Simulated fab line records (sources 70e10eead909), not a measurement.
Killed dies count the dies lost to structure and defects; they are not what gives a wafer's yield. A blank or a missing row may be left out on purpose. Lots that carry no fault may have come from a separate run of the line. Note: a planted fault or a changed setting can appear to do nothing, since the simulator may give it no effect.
fab line records	flow nand_harc
[record] lots = 24	wafers = 72	last_day = 25
route steps=1159 shown P_GATE@132 P_CONTACT@218 A_CHANNEL_HOLE_D1@469
lots that met no fault: taken from a fault-free run of the same line
start_h: hours from the record's opening day to when the first of the lot's shown wafers began	wait_h: hours since the lot's step before	" the same as in the row above	L1.1+2: a single row standing in for several wafers	- no value, or no start given	* or withheld: withheld	< > ~ a bound
route shown NAME@n: NAME is a module with steps in the file, n the number in the route of the first one	usual: average and standard deviation across the fault-free wafers	same: alike in all rows	chamber/n: place in a boat	sites: readings site by site	_std_site: how widely they spread, as a standard deviation	_edge_site: outer sites' mean less inner sites'	radius_mm: how far each site lies from the wafer's centre	mask NAME#n: copy n	behind: the most recent tool/chamber to have shaped the wafer	hold: the reason the lot was held/the length of the hold in hours/how it ended	device: names the non-switching transistor (n, p or np)	end of line: the tests these same wafers got at the end of their route	a step given without rows: its recipe and nothing more	killed: not the wafer's yield, but the dies lost to structure and defects at the first sort	map: a wafer's dies, x killed, . not, _ none there
set.NAME: the setting that was run; set.NAME@STEP: the one run at that earlier step	model.NAME: the simulator's own value behind a step, which no gauge read
route steps across a sampled set of lots; one table per step, one row per wafer
services: from which hour (start_h, from the record's first day; less than 0 if before it) a tool's chamber was out of use, for how many hours, and why
[[steps]]
[step NHARC_P_GATE_DEP_103]
[recipe] target_thk_a = 300	target_thk_nm = 30	temp_c = 400	flow_sccm = 200	rf_w = 350	material = SiON
[usual] heater_power_w = 723/63
lot.wafer	tool	chamber	start_h	wait_h	heater_power_w	since_wet_clean_h
L074.1	pecvd-03	1	80.76	0.6	793	138
L074.6	"	2	"	"	791	-
L074.5	"	0	"	"	653	-
L075.3	pecvd-01	1	89.97	0.3	653	21
L075.2	"	2	"	"	739	21
L075.1	"	0	"	"	709	21
L077.2	pecvd-03	1	106.68	0.5	850	164
L077.1	"	2	"	"	734	164
L077.6	"	0	"	"	681	-
L076.1	pecvd-01	2	106.78	0.6	683	38
L076.3	"	0	"	"	742	38
L076.5	"	2	"	"	690	-
L079.2	pecvd-04	0	112.73	0.7	804	86
L079.3	"	1	"	"	701	86
L079.6	"	2	"	"	794	-
L078.3	pecvd-01	1	112.85	0.7	626	44
L078.6	"	1	"	"	645	-
L078.4	"	2	"	"	725	-
L081.3	pecvd-01	2	128.51	0.4	697	59
L081.4	"	0	"	"	678	-
L081.6	"	2	"	"	707	-
L080.3	pecvd-04	0	128.52	0.3	650	102
L080.2	"	2	"	"	795	102
L080.4	"	2	"	"	782	-
L082.1	pecvd-04	0	141.79	0.6	751	115
L082.2	"	1	"	"	608	115
L082.5	"	0	"	"	753	-
L083.1	pecvd-01	2	148.16	0.7	760	79
L083.2	"	1	"	"	760	79
L083.5	"	0	"	"	679	-
L084.1	pecvd-01	2	148.37	0.9	781	79
L084.5	"	2	"	"	749	-
L084.6	"	0	"	"	752	-
L087.1	pecvd-01	1	165.83	0.6	770	97
L087.3	"	2	"	"	662	97
L087.2	"	0	"	"	695	97
L086.1	pecvd-01	2	166.05	0.6	733	97
L086.3	"	1	"	"	759	97
L086.5	"	2	"	"	728	-
L088.2	pecvd-03	1	166.49	0.5	844	42
L088.1	"	2	"	"	842	42
L088.4	"	2	"	"	843	-
L085.2	pecvd-04	2	166.72	0.5	802	140
L085.6	"	2	"	"	787	-
L085.5	"	0	"	"	714	-
L089.3	pecvd-01	1	187.20	0.4	693	118
L089.5	"	0	"	"	637	-
L089.6	"	1	"	"	690	-
L090.3	pecvd-03	0	187.31	0.4	620	63
L090.1	"	1	"	"	818	63
L090.5	"	0	"	"	618	-
L092.3	pecvd-01	1	194.63	0.3	732	126
L092.1	"	2	"	"	721	126
L092.4	"	0	"	"	711	-
L091.6	pecvd-01	0	195.14	0.1	723	-
L091.4	"	1	"	"	653	-
L091.5	"	2	"	"	732	-
L093.3	pecvd-03	2	202.03	0.4	832	78
L093.1	"	0	"	"	571	78
L093.4	"	2	"	"	841	-
L094.3	pecvd-03	2	202.17	0.5	806	78
L094.1	"	1	"	"	711	78
L094.6	"	2	"	"	796	-
L095.3	pecvd-01	2	215.21	0.4	732	146
L095.6	"	1	"	"	708	-
L095.5	"	2	"	"	716	-
L096.2	pecvd-03	0	219.52	0.5	571	95
L096.1	"	1	"	"	813	95
L096.3	"	2	"	"	779	95
L097.1	pecvd-01	0	230.41	0.6	691	161
L097.3	"	1	"	"	742	161
L097.4	"	0	"	"	689	-
[step NHARC_P_GATE_DESCUM_31]
[recipe] time_s = 3	o2_flow_sccm = 200	ar_flow_sccm = 0	bias_power_w = 0	chemistry = O2
[usual] drypump_motor_current_A = 5.7/0.38	oes_product_au = 0.998/0.014	rf_vpp_V = 57.8/0.77	showerhead_plenum_p_Torr = 1.92/0.062	throttle_valve_pct = 11.312/0.0093
lot.wafer	tool	chamber	start_h	wait_h	drypump_motor_current_A	oes_product_au	rf_hours_counter_h	rf_vpp_V	showerhead_plenum_p_Torr	throttle_valve_pct
L074.1	rie_diel-06	0	81.72	0.1	5.6	0.973	3	57.4	1.93	11.321
L074.6	"	2	"	"	5.9	0.986	-	57.7	1.91	11.312
L074.5	"	3	"	"	6.4	0.988	-	59.0	1.90	11.307
L075.1	rie_diel-13	1	90.99	0.2	5.6	1.003	27	58.4	2.02	11.312
L075.2	"	2	"	"	5.8	1.017	28	58.5	1.91	11.324
L075.3	"	3	"	"	5.8	0.992	26	58.4	1.95	11.318
L077.1	rie_diel-06	2	107.43	0.1	5.9	0.975	13	58.8	1.91	11.309
L077.2	"	3	"	"	6.4	0.996	14	56.7	1.90	11.318
L077.6	"	3	"	"	6.4	0.985	-	58.4	1.90	11.326
L076.1	rie_diel-01	2	107.69	0.1	5.2	1.020	52	58.3	1.99	11.310
L076.3	"	3	"	"	6.6	1.018	40	57.0	2.02	11.304
L076.5	"	2	"	"	5.1	1.022	-	57.6	1.99	11.312
L079.3	rie_diel-13	0	113.57	0.1	5.6	0.992	1	57.7	1.78	11.306
L079.2	"	1	"	"	5.6	1.008	1	59.1	2.02	11.317
L079.6	"	1	"	"	5.5	1.003	-	57.3	2.02	11.321
L078.4	rie_diel-01	1	113.74	0.1	5.0	1.014	54	57.1	1.89	11.306
L078.3	"	3	"	"	6.6	1.016	42	58.1	2.02	11.322
L078.6	"	1	"	"	5.0	1.005	-	57.4	1.89	11.309
L081.4	rie_diel-01	0	129.19	0.1	5.8	1.026	58	58.5	2.00	11.340
L081.3	"	3	"	"	6.6	1.021	46	58.3	2.02	11.328
L081.6	"	1	"	"	5.0	1.010	-	58.8	1.89	11.314
L080.2	rie_diel-13	0	129.38	0.1	5.7	0.993	4	57.4	1.78	11.313
L080.3	"	1	"	"	5.6	1.002	4	58.2	2.01	11.319
L080.4	"	2	"	"	5.8	0.983	-	58.1	1.91	11.316
L082.2	rie_diel-13	2	142.52	0.1	5.8	0.984	3	58.2	1.91	11.306
L082.1	"	1	"	"	5.6	1.008	5	57.9	2.02	11.282
L082.5	"	2	"	"	5.8	0.998	-	57.7	1.91	11.310
L083.1	rie_diel-06	1	148.90	0.1	5.1	0.993	21	58.2	1.91	11.309
L083.2	"	0	"	"	5.6	0.966	22	56.2	1.93	11.323
L083.5	"	2	"	"	5.9	0.983	-	57.6	1.91	11.310
L084.1	rie_diel-06	2	149.24	0.1	5.9	0.986	24	56.9	1.91	11.314
L084.5	"	0	"	"	5.6	0.976	-	58.1	1.93	11.309
L084.6	"	1	"	"	5.1	1.002	-	56.7	1.91	11.303
L087.2	rie_diel-13	1	166.69	0.2	5.5	0.998	10	57.0	2.01	11.300
L087.1	"	2	"	"	5.8	1.011	8	56.5	1.90	11.307
L087.3	"	3	"	"	5.9	0.996	8	58.5	1.94	11.314
L086.3	rie_diel-13	1	166.95	0.1	5.5	1.012	10	57.7	2.01	11.317
L086.1	"	2	"	"	5.8	1.006	8	58.5	1.91	11.313
L086.5	"	1	"	"	5.5	1.001	-	57.1	2.01	11.288
L088.4	rie_diel-06	1	167.36	0.1	5.1	0.998	29	58.4	1.90	11.309
L088.2	"	2	"	"	5.9	0.989	32	57.4	1.91	11.321
L088.1	"	3	"	"	6.4	0.995	33	56.4	1.89	11.313
L085.2	rie_diel-13	3	167.62	0.1	5.9	0.987	8	57.6	1.94	11.313
L085.6	"	3	"	"	5.9	0.998	-	58.1	1.94	11.322
L085.5	"	0	"	"	5.7	0.989	-	55.9	1.78	11.320
L089.3	rie_diel-06	2	188.02	0.1	5.9	0.988	39	57.9	1.90	11.314
L089.5	"	1	"	"	5.1	1.006	-	56.6	1.90	11.325
L089.6	"	2	"	"	5.9	0.974	-	57.9	1.90	11.319
L090.1	rie_diel-13	3	188.17	0.1	5.8	0.999	12	58.3	1.94	11.306
L090.3	"	1	"	"	5.6	1.008	13	58.4	2.01	11.315
L090.5	"	1	"	"	5.6	1.011	-	57.8	2.01	11.306
L092.1	rie_diel-13	2	195.77	0.3	5.8	0.997	14	58.8	1.90	11.311
L092.4	"	1	"	"	5.6	1.007	-	59.2	2.01	11.293
L092.3	"	2	"	"	5.9	0.996	-	57.4	1.90	11.320
L091.4	rie_diel-06	3	195.91	0.1	6.4	0.993	42	57.0	1.89	11.316
L091.5	"	3	"	"	6.4	0.989	-	57.7	1.89	11.314
L091.6	"	0	"	"	5.6	0.978	-	57.5	1.92	11.313
L093.3	rie_diel-06	2	202.87	0.1	5.9	0.990	44	57.5	1.90	11.304
L093.1	"	3	"	"	6.4	0.987	46	58.1	1.89	11.310
L093.4	"	2	"	"	5.9	0.989	-	59.0	1.90	11.319
L094.1	rie_diel-13	2	203.04	0.1	5.8	0.991	16	56.8	1.90	11.298
L094.3	"	2	"	"	5.8	0.994	-	59.1	1.90	11.315
L094.6	"	2	"	"	5.8	0.999	-	57.8	1.90	11.295
L095.3	rie_diel-06	3	216.04	0.1	6.4	0.995	52	58.5	1.89	11.339
L095.5	"	0	"	"	5.6	0.985	-	56.9	1.92	11.301
L095.6	"	1	"	"	5.1	1.001	-	57.5	1.90	11.314
L096.2	rie_diel-06	0	220.38	0.1	5.7	0.994	51	57.3	1.92	11.313
L096.3	"	1	"	"	5.1	0.996	43	58.0	1.90	11.301
L096.1	"	3	"	"	6.4	0.996	53	56.7	1.89	11.315
L097.1	rie_diel-13	3	231.15	0.1	5.8	0.999	19	57.5	1.94	11.299
L097.3	"	1	"	"	5.5	1.022	23	58.8	2.01	11.308
L097.4	"	1	"	"	5.6	1.021	-	57.4	2.01	11.331
[step NHARC_P_CONTACT_DEP_00]
[recipe] target_thk_a = 5000	temp_c = 400	pressure_torr = 6.5	rf_w = 900	teos_flow_sccm = 161.4	flow_sccm = 2650	target_thk_nm = 500	gas = O2	material = SiO2
[usual] heater_power_w = 550/74	throttle_valve_pct = 15.8/0.62
lot.wafer	tool	chamber	start_h	wait_h	heater_power_w	since_wet_clean_h	throttle_valve_pct
L074.1	pecvd-04	1	-	-	519	74	15.0
L074.6	"	2	"	"	586	-	16.6
L074.5	"	1	"	"	385	-	15.0
L075.2	pecvd-02	0	-	-	672	125	16.1
L075.3	"	1	"	"	600	125	15.4
L075.1	"	2	"	"	512	125	16.3
L077.1	pecvd-04	1	-	-	518	99	15.2
L077.2	"	0	"	"	569	99	14.9
L077.6	"	1	"	"	388	-	15.1
L076.1	pecvd-02	1	-	-	569	144	15.9
L076.3	"	2	"	"	578	144	16.1
L076.5	"	2	"	"	440	-	16.2
L079.3	pecvd-02	2	-	-	573	147	16.1
L079.2	"	1	"	"	603	147	15.6
L079.6	"	2	"	"	579	-	16.2
L078.3	pecvd-01	1	-	-	525	65	15.7
L078.6	"	1	"	"	532	-	16.2
L078.4	"	2	"	"	590	-	16.4
L081.3	pecvd-02	0	-	-	638	163	16.2
L081.4	"	2	"	"	445	-	16.5
L081.6	"	0	"	"	703	-	16.1
L080.2	pecvd-04	0	-	-	549	121	15.2
L080.3	"	1	"	"	500	121	14.8
L080.4	"	2	"	"	573	-	16.8
L082.1	pecvd-04	1	-	-	495	138	15.1
L082.2	"	2	"	"	548	138	16.8
L082.5	"	2	"	"	571	-	17.0
L083.2	pecvd-04	2	-	-	599	142	16.7
L083.1	"	0	"	"	503	142	15.3
L083.5	"	1	"	"	392	-	15.2
L084.1	pecvd-02	0	-	-	664	7	15.6
L084.6	"	2	"	"	540	-	16.2
L084.5	"	0	"	"	694	-	16.2
L087.1	pecvd-02	2	-	-	549	29	15.7
L087.2	"	0	"	"	742	29	15.9
L087.3	"	1	"	"	468	29	15.3
L086.1	pecvd-01	0	-	-	441	129	16.2
L086.3	"	1	"	"	570	129	15.7
L086.5	"	1	"	"	578	-	15.7
L085.2	pecvd-01	2	-	-	542	130	16.5
L085.5	"	1	"	"	433	-	15.9
L085.6	"	2	"	"	553	-	16.4
L088.1	pecvd-02	2	203.03	0.3	532	37	16.0
L088.2	"	0	"	"	715	37	16.0
L088.4	"	0	"	"	728	-	16.2
L089.3	pecvd-02	0	-	-	678	41	16.3
L089.6	"	2	"	"	551	-	15.9
L089.5	"	1	"	"	475	-	15.1
L090.3	pecvd-04	1	-	-	418	3	15.0
L090.1	"	2	"	"	614	3	16.6
L090.5	"	1	"	"	437	-	15.0
L092.3	pecvd-04	1	-	-	486	8	15.0
L092.1	"	0	"	"	549	8	14.8
L092.4	"	0	"	"	575	-	14.9
L091.5	pecvd-01	2	-	-	563	-	16.5
L091.4	"	0	"	"	484	-	16.3
L091.6	"	1	"	"	509	-	16.1
L094.3	pecvd-04	2	-	-	602	14	16.7
L094.1	"	1	"	"	483	15	14.9
L094.6	"	0	"	"	563	-	14.8
L093.1	pecvd-04	1	-	-	515	15	15.1
L093.3	"	0	"	"	599	15	15.0
L093.4	"	0	"	"	454	-	14.8
L095.3	pecvd-04	1	-	-	498	28	15.0
L095.5	"	0	"	"	526	-	15.2
L095.6	"	2	"	"	573	-	16.5
L096.2	pecvd-02	0	-	-	614	74	16.3
L096.3	"	1	"	"	506	75	15.2
L096.1	"	2	"	"	491	75	15.8
L097.1	pecvd-02	0	-	-	592	84	16.1
L097.3	"	1	"	"	530	84	15.0
L097.4	"	2	"	"	562	-	15.9
[step NHARC_P_CONTACT_CD_MEAS_19]
[usual] cd_nm = 88.6/2.2
lot.wafer	tool	chamber	start_h	wait_h	cd_nm
L074.1	cd_sem-03	-	102.96	-	85.8
L074.5	"	-	"	"	90.4
L074.6	"	-	"	"	92.0
L075.1	cd_sem-01	-	112.78	-	86.8
L075.2	"	-	"	"	88.1
L075.3	"	-	"	"	89.2
L077.1	cd_sem-01	-	128.45	-	84.7
L077.2	"	-	"	"	89.6
L077.6	"	-	"	"	88.6
L076.1	cd_sem-02	-	131.25	-	86.2
L076.3	"	-	"	"	90.3
L076.5	"	-	"	"	83.6
L079.2	cd_sem-03	-	134.93	-	87.9
L079.3	"	-	"	"	87.4
L079.6	"	-	"	"	85.5
L078.3	cd_sem-01	-	136.59	-	89.3
L078.4	"	-	"	"	84.8
L078.6	"	-	"	"	88.5
L081.3	cd_sem-03	-	150.09	-	89.3
L081.4	"	-	"	"	91.2
L081.6	"	-	"	"	91.5
L080.2	cd_sem-02	-	150.46	-	89.3
L080.3	"	-	"	"	88.2
L080.4	"	-	"	"	89.5
L082.1	cd_sem-02	-	166.89	-	89.1
L082.2	"	-	"	"	89.4
L082.5	"	-	"	"	90.6
L083.1	cd_sem-03	-	171.56	-	85.4
L083.2	"	-	"	"	86.9
L083.5	"	-	"	"	88.3
L084.1	cd_sem-02	-	175.54	-	89.1
L084.5	"	-	"	"	86.3
L084.6	"	-	"	"	86.1
L087.1	cd_sem-01	-	197.92	-	86.5
L087.2	"	-	"	"	86.9
L087.3	"	-	"	"	87.8
L086.1	cd_sem-03	-	200.05	-	89.6
L086.3	"	-	"	"	92.4
L086.5	"	-	"	"	90.4
L085.2	cd_sem-02	-	200.94	-	86.7
L085.5	"	-	"	"	88.3
L085.6	"	-	"	"	89.8
L088.1	cd_sem-03	-	205.41	-	89.3
L088.2	"	-	"	"	88.8
L088.4	"	-	"	"	88.9
L089.3	cd_sem-01	-	209.75	-	91.7
L089.5	"	-	"	"	87.8
L089.6	"	-	"	"	88.7
L090.1	cd_sem-03	-	213.13	-	87.6
L090.3	"	-	"	"	89.1
L090.5	"	-	"	"	89.7
L092.1	cd_sem-01	-	218.34	-	86.6
L092.3	"	-	"	"	91.1
L092.4	"	-	"	"	91.5
L091.4	cd_sem-01	-	219.28	-	85.1
L091.5	"	-	"	"	87.5
L091.6	"	-	"	"	87.0
L094.1	cd_sem-02	-	224.81	-	88.7
L094.3	"	-	"	"	90.5
L094.6	"	-	"	"	88.4
L093.1	cd_sem-01	-	225.43	-	89.0
L093.3	"	-	"	"	92.3
L093.4	"	-	"	"	83.6
L095.3	cd_sem-03	-	237.84	-	86.3
L095.5	"	-	"	"	86.8
L095.6	"	-	"	"	92.3
L096.1	cd_sem-02	-	243.30	-	88.0
L096.2	"	-	"	"	90.2
L096.3	"	-	"	"	89.6
L097.1	cd_sem-01	-	252.41	-	89.5
L097.3	"	-	"	"	90.1
L097.4	"	-	"	"	90.5
[step NHARC_P_CONTACT_DEGAS_38]
[recipe] temp_c = 300	time_s = 60
[usual] heater_power_w = 465/53
lot.wafer	tool	chamber	start_h	wait_h	heater_power_w
L074.1	pvd_sputter-02	-	103.70	-	423
L074.5	"	-	"	"	559
L074.6	"	-	"	"	492
L075.2	pvd_sputter-01	-	113.51	-	528
L075.3	"	-	"	"	519
L075.1	"	-	"	"	463
L077.2	pvd_sputter-03	-	129.17	-	386
L077.1	"	-	"	"	507
L077.6	"	-	"	"	387
L076.3	pvd_sputter-02	-	131.96	-	552
L076.1	"	-	"	"	463
L076.5	"	-	"	"	494
L079.3	pvd_sputter-01	-	135.65	-	480
L079.2	"	-	"	"	532
L079.6	"	-	"	"	459
L078.3	pvd_sputter-03	-	137.31	-	506
L078.4	"	-	"	"	393
L078.6	"	-	"	"	482
L081.3	pvd_sputter-03	-	150.81	-	412
L081.4	"	-	"	"	387
L081.6	"	-	"	"	508
L080.3	pvd_sputter-02	-	151.18	-	490
L080.2	"	-	"	"	466
L080.4	"	-	"	"	417
L082.1	pvd_sputter-03	-	167.62	-	419
L082.2	"	-	"	"	485
L082.5	"	-	"	"	500
L083.2	pvd_sputter-03	-	172.27	-	412
L083.1	"	-	"	"	500
L083.5	"	-	"	"	393
L084.1	pvd_sputter-03	-	176.28	-	511
L084.5	"	-	"	"	485
L084.6	"	-	"	"	503
L087.3	pvd_sputter-02	-	198.63	-	467
L087.1	"	-	"	"	426
L087.2	"	-	"	"	545
L086.3	pvd_sputter-01	-	200.78	-	503
L086.1	"	-	"	"	397
L086.5	"	-	"	"	552
L085.2	pvd_sputter-03	-	201.67	-	512
L085.6	"	-	"	"	481
L085.5	"	-	"	"	515
L088.1	pvd_sputter-03	-	206.12	-	486
L088.2	"	-	"	"	520
L088.4	"	-	"	"	430
L089.3	pvd_sputter-03	-	210.47	-	415
L089.5	"	-	"	"	517
L089.6	"	-	"	"	403
L090.3	pvd_sputter-03	-	213.85	-	508
L090.1	"	-	"	"	406
L090.5	"	-	"	"	413
L092.3	pvd_sputter-01	-	219.06	-	539
L092.1	"	-	"	"	503
L092.4	"	-	"	"	467
L091.4	pvd_sputter-03	-	220.07	-	498
L091.5	"	-	"	"	416
L091.6	"	-	"	"	384
L094.1	pvd_sputter-01	-	225.53	-	544
L094.3	"	-	"	"	505
L094.6	"	-	"	"	550
L093.3	pvd_sputter-01	-	226.14	-	476
L093.1	"	-	"	"	548
L093.4	"	-	"	"	504
L095.3	pvd_sputter-03	-	238.56	-	488
L095.5	"	-	"	"	379
L095.6	"	-	"	"	474
L096.1	pvd_sputter-03	-	244.03	-	421
L096.3	"	-	"	"	400
L096.2	"	-	"	"	485
L097.4	pvd_sputter-03	-	253.14	-	498
L097.1	"	-	"	"	413
L097.3	"	-	"	"	388
[step NHARC_A_CHANNEL_HOLE_D1_ETCH_16]
[recipe] target_depth_a = 31000	over_etch_frac = 0.3	time_s = 806	ion_energy_ev = 150	o2_flow_sccm = 400	cos_flow_sccm = 20	ar_flow_sccm = 0	rf_w = 500	bias_w = 300	chemistry = O2/COS
[usual] drypump_motor_current_A = 5.8/0.35	oes_product_au = 0.997/0.015	rf_vpp_V = 314.4/1.7	showerhead_plenum_p_Torr = 3.14/0.11	throttle_valve_pct = 28.330/0.0087
lot.wafer	tool	chamber	start_h	wait_h	drypump_motor_current_A	oes_product_au	rf_hours_counter_h	rf_vpp_V	showerhead_plenum_p_Torr	throttle_valve_pct
L075.3	rie_diel-08	3	-	-	5.7	1.004	2.1	315.6	3.15	28.350
L075.2	"	0	"	"	5.8	0.984	2.4	314.6	3.14	28.324
L075.1	"	1	"	"	5.8	0.998	2.5	311.2	2.96	28.329
L074.1	rie_diel-09	2	-	-	5.1	1.001	6.3	314.0	3.17	28.338
L074.6	"	0	"	"	5.3	0.989	-	315.3	3.32	28.326
L074.5	"	1	"	"	6.3	0.995	-	313.2	3.11	28.312
L079.3	rie_diel-10	3	-	-	6.6	1.029	0.9	316.9	3.33	28.321
L079.2	"	0	"	"	5.7	1.005	0.8	314.6	3.20	28.330
L079.6	"	3	"	"	6.6	1.019	-	317.6	3.33	28.326
L077.2	rie_diel-09	0	-	-	5.3	0.993	8.9	318.1	3.32	28.336
L077.1	"	2	"	"	5.1	0.992	7.1	314.7	3.17	28.323
L077.6	"	1	"	"	6.3	0.991	-	315.3	3.11	28.335
L076.3	rie_diel-08	1	-	-	5.7	0.991	3.5	311.2	2.96	28.337
L076.1	"	3	"	"	5.7	1.003	3.4	314.9	3.15	28.336
L076.5	"	1	"	"	5.8	0.993	-	311.8	2.96	28.322
L078.3	rie_diel-08	1	-	-	5.8	1.015	4.3	311.6	2.96	28.317
L078.4	"	2	"	"	5.7	0.987	4.5	311.0	3.00	28.331
L078.6	"	1	"	"	5.8	0.991	-	313.5	2.96	28.334
L081.3	rie_diel-08	2	-	-	5.7	0.980	5.3	312.2	3.00	28.327
L081.4	"	0	"	"	5.8	0.987	5.2	315.2	3.14	28.322
L081.6	"	2	"	"	5.7	0.980	-	312.6	3.00	28.334
L080.3	rie_diel-10	2	-	-	6.1	0.997	2.5	314.0	3.13	28.326
L080.4	"	3	"	"	6.6	1.023	2.7	317.6	3.33	28.319
L080.2	"	0	"	"	5.7	1.008	2.5	315.0	3.20	28.344
L082.1	rie_diel-10	2	-	-	6.0	0.996	3.9	315.2	3.13	28.328
L082.2	"	0	"	"	5.7	1.012	3.6	315.6	3.20	28.327
L082.5	"	1	"	"	5.6	1.011	-	314.7	3.22	28.331
L083.1	rie_diel-10	1	-	-	5.6	1.012	4.4	317.2	3.22	28.313
L083.2	"	2	"	"	6.1	0.987	4.6	314.5	3.13	28.327
L083.5	"	0	"	"	5.7	1.002	-	316.6	3.20	28.332
L084.1	rie_diel-08	3	-	-	5.7	0.999	5.5	314.6	3.15	28.335
L084.6	"	3	"	"	5.7	0.991	-	313.4	3.15	28.341
L084.5	"	0	"	"	5.8	0.974	-	313.7	3.14	28.324
L088.4	rie_diel-08	0	-	-	5.8	0.978	7.1	315.2	3.14	28.320
L088.1	"	1	"	"	5.8	1.003	7.5	310.6	2.95	28.331
L088.2	"	3	"	"	5.7	0.999	6.6	314.5	3.15	28.325
L085.2	rie_diel-09	1	-	-	6.4	0.981	0.3	314.7	3.10	28.319
L085.5	"	1	"	"	6.3	0.996	-	313.1	3.11	28.323
L085.6	"	2	"	"	5.1	0.992	-	314.3	3.16	28.339
L086.3	rie_diel-10	3	-	-	6.6	1.020	6.7	317.8	3.33	28.349
L086.1	"	0	"	"	5.7	1.006	6.7	314.5	3.20	28.327
L086.5	"	3	"	"	6.6	1.020	-	316.7	3.33	28.337
L087.3	rie_diel-08	2	-	-	5.7	0.971	7.6	313.4	3.00	28.323
L087.1	"	3	"	"	5.7	1.011	6.9	313.8	3.15	28.325
L087.2	"	0	"	"	5.8	0.977	7.7	315.2	3.14	28.329
L091.4	rie_diel-08	2	-	-	5.7	0.970	8.5	312.6	3.00	28.328
L091.6	"	2	"	"	5.7	0.972	-	312.8	3.00	28.329
L091.5	"	3	"	"	5.7	0.990	-	313.9	3.14	28.320
L090.1	rie_diel-10	3	-	-	6.6	1.023	8.4	316.9	3.33	28.326
L090.3	"	0	"	"	5.7	1.007	8.3	314.0	3.20	28.338
L090.5	"	1	"	"	5.6	1.018	-	315.1	3.22	28.340
L092.1	rie_diel-10	1	-	-	5.6	1.026	8.2	315.8	3.22	28.336
L092.3	"	2	"	"	6.1	0.990	7.5	313.6	3.13	28.327
L092.4	"	1	"	"	5.6	1.019	-	314.3	3.22	28.327
L089.3	rie_diel-09	2	-	-	5.1	0.991	2.4	315.4	3.16	28.318
L089.5	"	0	"	"	5.2	0.992	-	316.9	3.32	28.346
L089.6	"	1	"	"	6.3	0.984	-	313.3	3.10	28.338
L094.3	rie_diel-08	1	-	-	5.8	1.005	9.6	312.5	2.95	28.329
L094.1	"	0	"	"	5.8	0.990	9.3	312.1	3.14	28.338
L094.6	"	2	"	"	5.7	0.986	-	312.2	3.00	28.339
L093.3	rie_diel-09	3	-	-	6.1	0.985	2.7	313.0	3.11	28.327
L093.1	"	0	"	"	5.3	0.989	3.0	317.1	3.32	28.323
L093.4	"	1	"	"	6.3	0.993	2.4	315.9	3.10	28.328
L095.3	rie_diel-10	3	-	-	6.6	1.032	9.8	316.9	3.33	28.335
L095.6	"	1	"	"	5.6	1.016	-	315.7	3.22	28.346
L095.5	"	2	"	"	6.1	0.983	-	313.4	3.13	28.340
L096.1	rie_diel-09	3	-	-	6.0	0.989	4.1	313.9	3.11	28.331
L096.2	"	0	"	"	5.3	0.978	3.9	317.6	3.32	28.343
L096.3	"	1	"	"	6.4	0.978	3.4	314.6	3.10	28.314
L097.3	rie_diel-08	0	-	-	5.8	1.003	0.4	315.8	3.14	28.324
L097.4	"	1	"	"	5.8	1.026	0.4	313.1	2.95	28.328
L097.1	"	2	"	"	5.7	1.009	0.4	313.0	3.00	28.331
[[services]]
tool	chamber	start_h	hours	kind
rie_diel-06	-	64.22	9.0	pm
pvd_sputter-03	-	73.13	2.1	repair
rie_diel-13	-	99.03	9.0	pm
pvd_sputter-03	-	102.00	10.0	pm
rie_diel-13	2	113.36	9.5	repair
rie_diel-08	2	115.89	8.2	repair
rie_diel-13	3	124.27	5.6	repair
rie_diel-08	-	124.80	9.0	pm
rie_diel-08	3	145.91	6.7	repair
pecvd-02	-	153.52	13.0	pm
rie_diel-13	0	175.66	35.2	repair
rie_diel-08	0	180.76	1.9	repair
pecvd-04	-	195.00	13.0	pm
rie_diel-13	3	195.00	8.4	repair
rie_diel-06	1	197.92	2.2	repair
pecvd-02	1	197.95	8.0	repair
rie_diel-06	1	200.69	9.4	repair
rie_diel-06	2	213.47	15.6	repair
rie_diel-13	2	230.15	8.7	repair
pecvd-02	-	232.55	0.5	repair
pecvd-01	-	237.04	13.0	pm
pecvd-02	-	238.09	0.9	repair
rie_diel-13	-	276.03	9.0	pm
pvd_sputter-03	-	280.00	10.0	pm
[[key]]
fault none
